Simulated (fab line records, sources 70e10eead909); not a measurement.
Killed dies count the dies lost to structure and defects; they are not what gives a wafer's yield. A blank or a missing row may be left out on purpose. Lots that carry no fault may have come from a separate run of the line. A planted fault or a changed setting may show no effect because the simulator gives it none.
Matching of chambers + flow nand_harc + NHARC_A_STAIRCASE_ETCH_313 on rie_diel-04 has 4 sister chambers
The step etches the open film in CF4/CHF3. 8 wafers are shown with their chamber, then 8 later ones without.

## WAFERS WITH THEIR CHAMBER
| wafer  | chamber | showerhead_plenum_p_Torr (Torr) | drypump_motor_current_A (A) |
|--------|---------|---------------------------------|-----------------------------|
| L080.2 | 1       | 1.48                            | 5.8                         |
| L083.3 | 0       | 1.62                            | 6.3                         |
| L083.4 | 1       | 1.48                            | 5.9                         |
| L083.5 | 3       | 1.60                            | 5.9                         |
| L083.6 | 0       | 1.63                            | 6.3                         |
| L089.4 | 3       | 1.60                            | 5.8                         |
| L089.5 | 2       | 1.56                            | 6.0                         |
| L091.1 | 2       | 1.56                            | 5.9                         |

## WAFERS MISSING THEIR CHAMBER
| wafer  | showerhead_plenum_p_Torr (Torr) | drypump_motor_current_A (A) |
|--------|---------------------------------|-----------------------------|
| L091.3 | 1.47                            | 5.8                         |
| L091.4 | 1.59                            | 5.9                         |
| L090.1 | 1.56                            | 5.9                         |
| L090.5 | 1.59                            | 5.8                         |
| L090.6 | 1.56                            | 6.0                         |
| L095.1 | 1.59                            | 5.8                         |
| L095.2 | 1.62                            | 6.3                         |
| L095.4 | 1.56                            | 5.9                         |

## WHICH CHAMBER EACH WENT THROUGH
| wafer  | from the rows above | in truth |
|--------|---------------------|----------|
| L091.3 | 1                   | 1        |
| L091.4 | 3                   | 3        |
| L090.1 | 2                   | 2        |
| L090.5 | 3                   | 3        |
| L090.6 | 2                   | 2        |
| L095.1 | 3                   | 3        |
| L095.2 | 0                   | 0        |
| L095.4 | 2                   | 2        |
Correctly placed: 8 of 8. Left unplaced by these rows: 0. Placed wrongly: 0.
How it was worked out, from the rows above alone: a wafer's distance from a chamber is the root of the sum, over the readings, of the square of ((its reading less the chamber's mean) divided by the reading's scatter). The wafer belongs to the nearest chamber; if the next one is less than 2 further off, it can't be placed. The mean given for a chamber averages the wafers shown for that chamber. The scatter is the square root of a quotient: the sum, over the shown wafers, of each reading's squared deviation from its chamber's mean, divided by wafers minus chambers.
